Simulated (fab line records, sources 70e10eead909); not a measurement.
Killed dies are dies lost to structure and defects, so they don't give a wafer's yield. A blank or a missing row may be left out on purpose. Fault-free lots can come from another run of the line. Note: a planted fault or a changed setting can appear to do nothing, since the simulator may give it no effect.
Which of the tools did it?	flow nand-harc	Sampling: 22 lots, 66 wafers, 6 of 1302 route steps

== WHAT THE GAUGES READ, wafer by wafer ==
Not one reading of a measure or inspect step in the record can be checked against a usual standard deviation.

== EACH LOT AND THE TOOL THAT RAN IT (in order: tool; ch and the chambers of the sampled wafers; start) ==
lot	NHARC_A_STAIRCASE_HM_DEP_459	NHARC_A_STAIRCASE_HM_OPEN_460	NHARC_A_STAIRCASE_ETCH_453	NHARC_A_STAIRCASE_STRIP_316	NHARC_A_STAIRCASE_ALD_420	NHARC_A_STAIRCASE_DEP_151
L074	acl-dep-02 ch 0, day 16 10:34	rie-diel-04 ch 0,2,3, day 17 05:48 or earlier	rie-diel-02 ch 0,1, day 17 05:48 or earlier	rie-diel-02 ch 0,3, day 17 05:48 or earlier	ald-hk-02 ch 0,2, day 17 05:48	pecvd-02 ch 0,1,2, day 17 16:10
L075	acl-dep-03 ch 0, day 17 00:41	rie-diel-02 ch 0,1,3, day 17 15:55 or earlier	rie-diel-04 ch 1,2,3, day 17 15:55 or earlier	rie-diel-04 ch 0,1,2, day 17 15:55 or earlier	ald-hk-01 ch 0,1,3, day 17 15:55	pecvd-03 ch 0,2, day 18 01:57
L077	acl-dep-02 ch 0, day 17 11:39	rie-diel-04 ch 0,3, day 18 03:41 or earlier	rie-diel-04 ch 1,2,3, day 18 03:41 or earlier	rie-diel-04 ch 1,3, day 18 03:41 or earlier	ald-hk-01 ch 1,2,3, day 18 03:41	pecvd-01 ch 1,2, day 18 12:08
L076	acl-dep-03 ch 0, day 17 14:05	rie-diel-04 ch 0,1,2, day 18 05:49 or earlier	rie-diel-13 ch 1,2,3, day 18 05:49 or earlier	rie-diel-13 ch 0,1,2, day 18 05:49 or earlier	ald-hk-04 ch 2,3, day 18 05:49	pecvd-03 ch 1,2, day 18 12:14
L079	acl-dep-01 ch 0, day 19 00:34	rie-diel-02 ch 0,1, day 19 15:48 or earlier	rie-diel-13 ch 1,3, day 19 15:48 or earlier	rie-diel-13 ch 0,2,3, day 19 15:48 or earlier	ald-hk-04 ch 1,2,3, day 19 15:48	pecvd-02 ch 0,1, day 19 23:47
L078	acl-dep-03 ch 0, day 19 02:20	rie-diel-02 ch 0,1,2, day 19 19:49 or earlier	rie-diel-04 ch 1,2,3, day 19 19:49 or earlier	rie-diel-04 ch 1,2,3, day 19 19:49 or earlier	ald-hk-04 ch 0,3, day 19 19:49	pecvd-02 ch 1,2, day 20 03:50
L080	acl-dep-01 ch 0, day 19 17:34	rie-diel-02 ch 1,2, day 20 09:49 or earlier	rie-diel-13 ch 0,1,2, day 20 09:49 or earlier	rie-diel-13 ch 0,3, day 20 09:49 or earlier	ald-hk-02 ch 0,1,3, day 20 09:49	pecvd-01 ch 0,2, day 20 17:42
L082	acl-dep-03 ch 0, day 19 22:34	rie-diel-04 ch 0,1, day 20 13:55 or earlier	rie-diel-04 ch 1,2,3, day 20 13:55 or earlier	rie-diel-04 ch 2,3, day 20 13:55 or earlier	ald-hk-02 ch 0,2,3, day 20 13:55	pecvd-01 ch 0,1, day 20 21:58
L081	acl-dep-02 ch 0, day 20 08:56	rie-diel-13 ch 0,1,3, day 21 00:29 or earlier	rie-diel-04 ch 0,1,2, day 21 00:29 or earlier	rie-diel-04 ch 1,3, day 21 00:29 or earlier	ald-hk-04 ch 0,3, day 21 00:29	pecvd-03 ch 0,1, day 21 08:47
L083	acl-dep-01 ch 0, day 20 13:33	rie-diel-02 ch 0,2,3, day 21 04:13 or earlier	rie-diel-04 ch 0,1,3, day 21 04:13 or earlier	rie-diel-04 ch 0,2,3, day 21 04:13 or earlier	ald-hk-04 ch 0,1,2, day 21 04:13	pecvd-01 ch 0,1, day 21 12:26
L085	acl-dep-01 ch 0, day 21 00:56	rie-diel-13 ch 0,2, day 21 15:07 or earlier	rie-diel-04 ch 1,3, day 21 15:07 or earlier	rie-diel-04 ch 0,3, day 21 15:07 or earlier	ald-hk-01 ch 0,1,3, day 21 15:07	pecvd-02 ch 1,2, day 22 01:17
L084	acl-dep-02 ch 0, day 21 02:09	rie-diel-13 ch 0,1,3, day 21 19:55 or earlier	rie-diel-04 ch 0,1, day 21 19:55 or earlier	rie-diel-04 ch 1,2,3, day 21 19:55 or earlier	ald-hk-01 ch 1,2,3, day 21 19:55	pecvd-03 ch 0,1, day 22 05:34
L086	acl-dep-02 ch 0, day 21 12:49	rie-diel-02 ch 1,2, day 22 04:52 or earlier	rie-diel-04 ch 0,1,2, day 22 04:52 or earlier	rie-diel-04 ch 2,3, day 22 04:52 or earlier	ald-hk-04 ch 0,1, day 22 04:52	pecvd-03 ch 0,1,2, day 22 14:16
L087	acl-dep-02 ch 0, day 21 13:44	rie-diel-04 ch 0,3, day 22 10:21 or earlier	rie-diel-02 ch 0,2,3, day 22 10:21 or earlier	rie-diel-02 ch 1,2, day 22 10:21 or earlier	ald-hk-02 ch 0,1,2, day 22 10:21	pecvd-02 ch 0,1, day 22 20:53
L089	acl-dep-01 ch 0, day 22 09:29	rie-diel-13 ch 2,3, day 23 03:41 or earlier	rie-diel-04 ch 0,1, day 23 03:41 or earlier	rie-diel-04 ch 0,3, day 23 03:41 or earlier	ald-hk-01 ch 2,3, day 23 03:41	pecvd-03 ch 0,1,2, day 23 12:06
L088	acl-dep-03 ch 0, day 22 11:41	rie-diel-13 ch 0,1,3, day 23 04:47 or earlier	rie-diel-04 ch 1,3, day 23 04:47 or earlier	rie-diel-04 ch 0,3, day 23 04:47 or earlier	ald-hk-01 ch 0,1,3, day 23 04:47	pecvd-01 ch 0,2, day 23 11:39
L091	acl-dep-02 ch 0, day 23 14:29	rie-diel-13 ch 2,3, day 23 17:50	rie-diel-04 ch 0,2,3, day 24 10:01 or earlier	rie-diel-04 ch 0,1,2, day 24 10:01 or earlier	ald-hk-01 ch 0,2,3, day 24 10:01	pecvd-03 ch 0,1,2, day 24 18:10
L090	acl-dep-01 ch 0, day 23 14:42	rie-diel-02 ch 0,1,3, day 24 05:44 or earlier	rie-diel-04 ch 0,1,2, day 24 05:44 or earlier	rie-diel-04 ch 1,3, day 24 05:44 or earlier	ald-hk-04 ch 1,2,3, day 24 05:44	pecvd-02 ch 0,2, day 24 14:01
L092	acl-dep-03 ch 0, day 24 14:28	rie-diel-13 ch 0,2,3, day 25 07:08 or earlier	rie-diel-13 ch 1,2,3, day 25 07:08 or earlier	rie-diel-13 ch 0,1,3, day 25 07:08 or earlier	ald-hk-01 ch 0,1,3, day 25 07:08	pecvd-03 ch 0,2, day 25 15:16
L093	acl-dep-02 ch 0, day 24 15:59	rie-diel-04 ch 0,2, day 25 07:08 or earlier	rie-diel-04 ch 0,1, day 25 07:08 or earlier	rie-diel-04 ch 0,1,3, day 25 07:08 or earlier	ald-hk-02 ch 2,3, day 25 07:08	pecvd-03 ch 0,2, day 25 16:02
L094	acl-dep-02 ch 0, day 24 17:32	rie-diel-04 ch 1,2, day 25 09:24 or earlier	rie-diel-04 ch 1,2, day 25 09:24 or earlier	rie-diel-04 ch 0,3, day 25 09:24 or earlier	ald-hk-01 ch 0,2,3, day 25 09:24	pecvd-01 ch 0,1, day 25 15:16
L097	acl-dep-02 ch 0, day 25 21:05	rie-diel-02 ch 1,2,3, day 26 13:37 or earlier	rie-diel-04 ch 0,1,3, day 26 13:37 or earlier	rie-diel-04 ch 1,2,3, day 26 13:37 or earlier	ald-hk-04 ch 1,2,3, day 26 13:37	pecvd-02 ch 0,1,2, day 26 19:54
- NHARC_A_STAIRCASE_HM_DEP_459: deposits aC, target thk 1500 nm.
- NHARC_A_STAIRCASE_HM_OPEN_460: chemistry O2/COS.
- NHARC_A_STAIRCASE_ETCH_453: etches the open film in CF4/O2, target depth 30 nm, overetch 3 nm, time 16.5 s.
- NHARC_A_STAIRCASE_STRIP_316: strips in O2.
- NHARC_A_STAIRCASE_ALD_420: deposits SiO2, target thk 20 nm, pulse time 6 s, ald cycles 200.
- NHARC_A_STAIRCASE_DEP_151: deposits SiO2, target thk 7200 nm.

== AS READ BY THE TOOLS THEMSELVES (means over the sampled wafers that have a number; for cases with no such wafer, the mark the record gives instead) ==
NHARC_A_STAIRCASE_HM_DEP_459.
lot	tool	throttle-valve-pct (%)
L074	acl-dep-02	35.007
L075	acl-dep-03	35.000
L077	acl-dep-02	34.997
L076	acl-dep-03	34.999
L079	acl-dep-01	34.994
L078	acl-dep-03	35.010
L080	acl-dep-01	34.999
L082	acl-dep-03	35.000
L081	acl-dep-02	34.990
L083	acl-dep-01	34.993
L085	acl-dep-01	34.993
L084	acl-dep-02	35.008
L086	acl-dep-02	34.997
L087	acl-dep-02	35.009
L089	acl-dep-01	35.010
L088	acl-dep-03	35.000
L091	acl-dep-02	34.998
L090	acl-dep-01	34.994
L092	acl-dep-03	34.995
L093	acl-dep-02	34.996
L094	acl-dep-02	35.006
L097	acl-dep-02	34.999

NHARC_A_STAIRCASE_HM_OPEN_460.
lot	tool	bias-w (W)	chamber-pressure-mTorr (mTorr)	drypump-motor-current-A (A)	oes-product-au (a.u.)	rf-vpp-V (V)	showerhead-plenum-p-Torr (Torr)	throttle-valve-pct (%)
L074	rie-diel-04	300.5	20.001	5.3	1.002	469.9	3.25	28.338
L075	rie-diel-02	300.4	19.995	5.7	0.994	466.9	3.08	28.329
L077	rie-diel-04	300.9	20.007	5.5	0.990	470.9	3.31	28.339
L076	rie-diel-04	299.4	20.018	5.4	1.000	466.9	3.10	28.329
L079	rie-diel-02	300.4	19.995	5.9	0.994	471.6	3.33	28.332
L078	rie-diel-02	299.3	19.997	5.8	0.985	469.2	3.23	28.344
L080	rie-diel-02	299.1	19.980	5.4	0.980	468.1	3.16	28.335
L082	rie-diel-04	299.5	19.987	5.5	0.995	466.5	3.12	28.325
L081	rie-diel-13	299.2	20.007	5.6	1.003	470.1	3.24	28.331
L083	rie-diel-02	300.3	19.999	5.6	1.001	467.3	3.13	28.332
L085	rie-diel-13	299.6	20.004	5.8	0.998	468.1	3.13	28.319
L084	rie-diel-13	299.3	20.000	5.6	0.995	469.4	3.24	28.335
L086	rie-diel-02	300.9	19.989	5.4	0.990	466.8	3.16	28.340
L087	rie-diel-04	300.0	20.004	5.4	0.993	470.1	3.26	28.331
L089	rie-diel-13	300.5	20.002	5.5	1.007	467.8	3.13	28.339
L088	rie-diel-13	300.7	19.997	5.6	1.004	469.5	3.23	28.334
L091	rie-diel-13	300.6	20.001	5.5	1.008	467.2	3.13	28.329
L090	rie-diel-02	299.5	20.016	5.7	0.994	468.4	3.22	28.330
L092	rie-diel-13	300.4	19.995	5.6	1.012	466.7	3.13	28.339
L093	rie-diel-04	300.8	19.981	5.0	1.000	468.9	3.17	28.331
L094	rie-diel-04	299.4	19.991	5.6	1.007	470.8	3.30	28.324
L097	rie-diel-02	299.5	20.000	5.4	0.989	468.2	3.15	28.328

NHARC_A_STAIRCASE_ETCH_453.
lot	tool	bias-w (W)	chamber-pressure-mTorr (mTorr)	drypump-motor-current-A (A)	oes-product-au (a.u.)	rf-vpp-V (V)	showerhead-plenum-p-Torr (Torr)	throttle-valve-pct (%)
L074	rie-diel-02	99.9	30.011	6.2	1.005	197.8	1.34	13.397
L075	rie-diel-04	100.3	29.990	5.4	1.004	198.0	1.34	13.400
L077	rie-diel-04	100.0	29.995	5.5	1.015	197.4	1.34	13.399
L076	rie-diel-13	99.6	30.013	5.8	1.004	198.4	1.38	13.404
L079	rie-diel-13	99.8	29.996	5.5	0.993	197.6	1.38	13.398
L078	rie-diel-04	100.1	29.993	5.4	1.009	198.2	1.34	13.399
L080	rie-diel-13	99.9	30.009	5.9	1.002	198.8	1.38	13.392
L082	rie-diel-04	100.0	29.977	5.4	1.010	198.6	1.34	13.396
L081	rie-diel-04	99.8	30.015	5.4	1.001	197.5	1.32	13.393
L083	rie-diel-04	100.1	30.001	5.6	1.003	197.6	1.35	13.396
L085	rie-diel-04	99.9	30.008	5.7	1.010	197.6	1.36	13.390
L084	rie-diel-04	100.1	29.996	5.5	1.004	198.8	1.33	13.401
L086	rie-diel-04	100.2	29.999	5.4	1.002	197.4	1.32	13.389
L087	rie-diel-02	100.0	29.988	5.6	1.000	197.6	1.34	13.401
L089	rie-diel-04	99.5	29.974	5.5	1.003	197.8	1.33	13.400
L088	rie-diel-04	99.9	29.998	5.7	1.015	198.3	1.36	13.399
L091	rie-diel-04	100.0	30.004	5.2	0.996	198.6	1.38	13.398
L090	rie-diel-04	99.8	29.978	5.4	1.003	199.0	1.39	13.405
L092	rie-diel-13	99.9	30.014	5.8	1.009	198.1	1.36	13.403
L093	rie-diel-04	100.2	29.994	5.8	1.002	199.5	1.42	13.402
L094	rie-diel-04	100.3	29.986	5.2	1.008	198.8	1.38	13.388
L097	rie-diel-04	99.7	30.014	5.6	1.001	199.2	1.41	13.397

NHARC_A_STAIRCASE_STRIP_316.
lot	tool	chamber-pressure-mTorr (mTorr)	drypump-motor-current-A (A)	oes-product-au (a.u.)	rf-vpp-V (V)	showerhead-plenum-p-Torr (Torr)	throttle-valve-pct (%)
L074	rie-diel-02	60.04	6.0	1.003	58.3	3.62	17.036
L075	rie-diel-04	60.02	5.4	1.008	57.8	3.51	17.024
L077	rie-diel-04	60.11	5.7	1.008	57.8	3.61	17.038
L076	rie-diel-13	60.01	5.9	1.005	58.4	3.64	17.030
L079	rie-diel-13	60.02	5.6	0.989	57.6	3.56	17.039
L078	rie-diel-04	60.01	5.5	1.000	57.7	3.54	17.038
L080	rie-diel-13	59.99	5.4	1.000	58.8	3.60	17.041
L082	rie-diel-04	60.05	5.1	1.005	58.1	3.63	17.034
L081	rie-diel-04	59.99	5.7	1.012	58.3	3.60	17.043
L083	rie-diel-04	60.03	5.2	1.004	58.1	3.66	17.036
L085	rie-diel-04	60.05	5.4	0.992	58.2	3.68	17.028
L084	rie-diel-04	60.00	5.5	1.007	57.5	3.53	17.035
L086	rie-diel-04	59.98	5.3	0.997	57.5	3.69	17.035
L087	rie-diel-02	59.99	5.6	0.984	58.2	3.68	17.036
L089	rie-diel-04	59.99	5.5	0.991	58.0	3.71	17.036
L088	rie-diel-04	60.04	5.5	1.002	57.4	3.71	17.033
L091	rie-diel-04	60.01	5.4	0.999	58.7	3.66	17.035
L090	rie-diel-04	60.01	5.8	1.006	58.1	3.78	17.026
L092	rie-diel-13	60.00	5.6	1.001	58.7	3.63	17.036
L093	rie-diel-04	60.02	5.7	0.993	57.9	3.72	17.036
L094	rie-diel-04	60.02	5.5	0.995	57.1	3.70	17.034
L097	rie-diel-04	59.96	5.5	1.001	58.8	3.69	17.029

NHARC_A_STAIRCASE_ALD_420.
lot	tool	heater-power-outer-w (W)	heater-power-w (W)	precursor-pulse-height-rel
L074	ald-hk-02	292	531	0.995
L075	ald-hk-01	276	471	1.000
L077	ald-hk-01	305	534	1.014
L076	ald-hk-04	235	450	0.997
L079	ald-hk-04	227	416	0.977
L078	ald-hk-04	236	435	0.991
L080	ald-hk-02	275	491	0.993
L082	ald-hk-02	279	508	1.007
L081	ald-hk-04	246	450	1.005
L083	ald-hk-04	238	418	0.978
L085	ald-hk-01	268	470	0.989
L084	ald-hk-01	308	528	0.986
L086	ald-hk-04	254	439	0.994
L087	ald-hk-02	289	512	1.003
L089	ald-hk-01	305	537	1.006
L088	ald-hk-01	274	469	1.010
L091	ald-hk-01	285	503	1.002
L090	ald-hk-04	228	414	1.008
L092	ald-hk-01	276	470	1.007
L093	ald-hk-02	298	535	0.987
L094	ald-hk-01	287	501	0.995
L097	ald-hk-04	228	422	1.016

NHARC_A_STAIRCASE_DEP_151.
lot	tool	heater-power-outer-w (W)	heater-power-w (W)
L074	pecvd-02	403	617
L075	pecvd-03	376	661
L077	pecvd-01	379	669
L076	pecvd-03	453	770
L079	pecvd-02	407	623
L078	pecvd-02	376	631
L080	pecvd-01	389	671
L082	pecvd-01	384	673
L081	pecvd-03	430	713
L083	pecvd-01	382	649
L085	pecvd-02	401	647
L084	pecvd-03	427	707
L086	pecvd-03	366	639
L087	pecvd-02	437	677
L089	pecvd-03	358	636
L088	pecvd-01	343	619
L091	pecvd-03	417	714
L090	pecvd-02	350	557
L092	pecvd-03	349	620
L093	pecvd-03	349	627
L094	pecvd-01	405	689
L097	pecvd-02	450	680

== THE ANSWER, worked out from the rows above alone ==
Rule: what is usual is taken from the lots themselves. Put in order of their means at a reading, lots are off if they are a third of the lots or fewer, leave a main group of 4 or more, and stand apart from it by a gap of 3 or more times the standard deviation of the main group's means; of several such gaps the widest counts. A main group whose means are all the same, to the digits that the tables above print for the reading, isn't used. Also off: a lot with no number at a reading for which 4 or more lots have one. Any other lot the step has rows for is counted as sound. The gauges are gone through in route order, then the tools' own readings, and for those a lot's mean is taken as printed above. The first step at which some lot is off is used, and at that step the reading that is off furthest; a lot without a number counts as furthest.
None of the lots is off at any reading shown; this tells nothing.

== WHAT WAS PUT IN BY THE SIMULATOR ==
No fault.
